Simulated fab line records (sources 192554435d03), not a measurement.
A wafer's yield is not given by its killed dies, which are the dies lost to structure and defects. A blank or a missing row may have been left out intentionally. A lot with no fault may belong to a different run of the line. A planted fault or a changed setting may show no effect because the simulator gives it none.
Shared-tool check	flow n5_finfet	9 lots, 27 wafers sampled

## REASON FOR OPENING
N5_HKMG_FIN_THK_MEAS_70, reading HK_THK: flagged on 2 of 9 lots. No-fault wafers: 1.583 nm, standard deviation 0.019.
Rule: a lot is flagged when every wafer of it that has a number lies more than 4 standard deviations from that mean, or none has a number. The rest of the lots are taken to be sound.

lot	measured	on	HK_THK (nm), wafer by wafer	flag
L160	day 4 02:58	film_metro-01	1.601 1.602 1.589	
L161	day 4 07:43	film_metro-02	1.583 1.582 1.610	
L163	day 4 19:37	film_metro-01	1.601 1.596 1.581	
L166	day 5 19:13	film_metro-02	1.345 1.372 1.331	FLAGGED
L168	day 6 06:01	film_metro-02	1.309 1.352 1.335	FLAGGED
L177	day 8 06:40	film_metro-01	1.601 1.577 1.595	
L178	day 8 12:49	film_metro-01	1.617 1.590 1.567	
L179	day 8 21:29	film_metro-02	1.539 1.593 1.569	
L182	day 9 14:22	film_metro-01	1.606 1.594 1.598	
The mean of the flagged lots' numbers is 1.341 nm, -0.242 nm from the usual (-13 standard deviations).

## TOOL THAT RAN EACH LOT
3 process steps preceding the reading are held in the record, out of 1938 steps in the route. Every cell lists first the tool, next ch and the chambers used by the sampled wafers, and last the start.
lot	flag	N5_HKMG_FIN_HK_ALD_01	N5_HKMG_FIN_DESCUM_53	N5_HKMG_FIN_ALD_36
L160		ald_hk-03 ch 0,2,3, day 3 23:22	rie_diel-06 ch 1,2,3, day 4 00:34	ald_metal-01 ch 0,1,2, day 4 02:41
L161		ald_hk-03 ch 2,3, day 4 03:53	rie_diel-06 ch 0,1, day 4 04:57	ald_metal-01 ch 0,1,2, day 4 07:26
L163		ald_hk-03 ch 0,2,3, day 4 16:04	rie_diel-01 ch 1,3, day 4 17:01	ald_metal-01 ch 1,2, day 4 19:12
L166	FLAGGED	ald_hk-03 ch 0,1,2, day 5 15:32	rie_diel-05 ch 1,2,3, day 5 16:35	ald_metal-04 ch 0,2,3, day 5 18:56
L168	FLAGGED	ald_hk-03 ch 0,2,3, day 6 02:27	rie_diel-05 ch 0,2,3, day 6 03:36	ald_metal-03 ch 0,2,3, day 6 05:44
L177		ald_hk-02 ch 0,1,3, day 8 03:08	rie_diel-01 ch 0,2, day 8 04:11	ald_metal-01 ch 1,3, day 8 06:23
L178		ald_hk-02 ch 0,1,3, day 8 08:55	rie_diel-01 ch 0,1,2, day 8 10:19	ald_metal-04 ch 0,1,3, day 8 12:32
L179		ald_hk-01 ch 0,2,3, day 8 18:02	rie_diel-01 ch 1,2,3, day 8 19:04	ald_metal-04 ch 0,1,2, day 8 21:12
L182		ald_hk-02 ch 0,1,3, day 9 10:55	rie_diel-05 ch 0,3, day 9 11:58	ald_metal-01 ch 1,2, day 9 14:05
What the steps here do:
- N5_HKMG_FIN_HK_ALD_01: deposits HfO2, target thk 1.6 nm, pulse time 3 s, purge time 3 s.
- N5_HKMG_FIN_DESCUM_53: chemistry O2, time 7.9 s.
- N5_HKMG_FIN_ALD_36: deposits TiN, target thk 1 nm, pulse time 1 s, purge time 3 s.
- N5_HKMG_FIN_THK_MEAS_70: measures by xrf.

## FLAGGED OVER TOTAL, TOOL BY TOOL (the gauges that took the reading come last)
step	tool	lots run	flagged	share of the flagged lots	sound lots run after its first flagged lot
N5_HKMG_FIN_HK_ALD_01	ald_hk-01	1	0	none	-
N5_HKMG_FIN_HK_ALD_01	ald_hk-02	3	0	none	-
N5_HKMG_FIN_HK_ALD_01	ald_hk-03	5	2	all	0
N5_HKMG_FIN_DESCUM_53	rie_diel-01	4	0	none	-
N5_HKMG_FIN_DESCUM_53	rie_diel-05	3	2	all	1 (L182)
N5_HKMG_FIN_DESCUM_53	rie_diel-06	2	0	none	-
N5_HKMG_FIN_ALD_36	ald_metal-01	5	0	none	-
N5_HKMG_FIN_ALD_36	ald_metal-03	1	1	some	0
N5_HKMG_FIN_ALD_36	ald_metal-04	3	1	some	2 (L178,L179)
N5_HKMG_FIN_THK_MEAS_70	film_metro-01	5	0	none	-
N5_HKMG_FIN_THK_MEAS_70	film_metro-02	4	2	all	1 (L179)

## WHAT THE TABLE ALLOWS
ald_hk-03 at N5_HKMG_FIN_HK_ALD_01, rie_diel-05 at N5_HKMG_FIN_DESCUM_53 and film_metro-02 at N5_HKMG_FIN_THK_MEAS_70: these 3 rows of the table ran every flagged lot.
- ald_hk-03 at N5_HKMG_FIN_HK_ALD_01: 2 of its 5 lots flagged. Its last sound lot is L163 (day 4 16:04), its first flagged lot L166 (day 5 15:32): a fault that began between those two fits.
- rie_diel-05 at N5_HKMG_FIN_DESCUM_53: 2 of its 3 lots flagged. Sound lots ran on it after the first flagged one (L182), which a lasting fault on the whole tool wouldn't allow.
- film_metro-02 at N5_HKMG_FIN_THK_MEAS_70: 2 of its 4 lots flagged. Sound lots ran on it after the first flagged one (L179), which a lasting fault on the whole tool wouldn't allow.
One tool is left: ald_hk-03 at N5_HKMG_FIN_HK_ALD_01.

## WHAT WAS PUT IN BY THE SIMULATOR
Site profile drift: ald_hk-03, from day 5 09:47 on, at N5_HKMG_FIN_HK_ALD_01. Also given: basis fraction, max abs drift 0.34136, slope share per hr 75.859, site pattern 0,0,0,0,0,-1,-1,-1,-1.
Struck lots among those shown: L166, L168. The rule above reached the same finding.
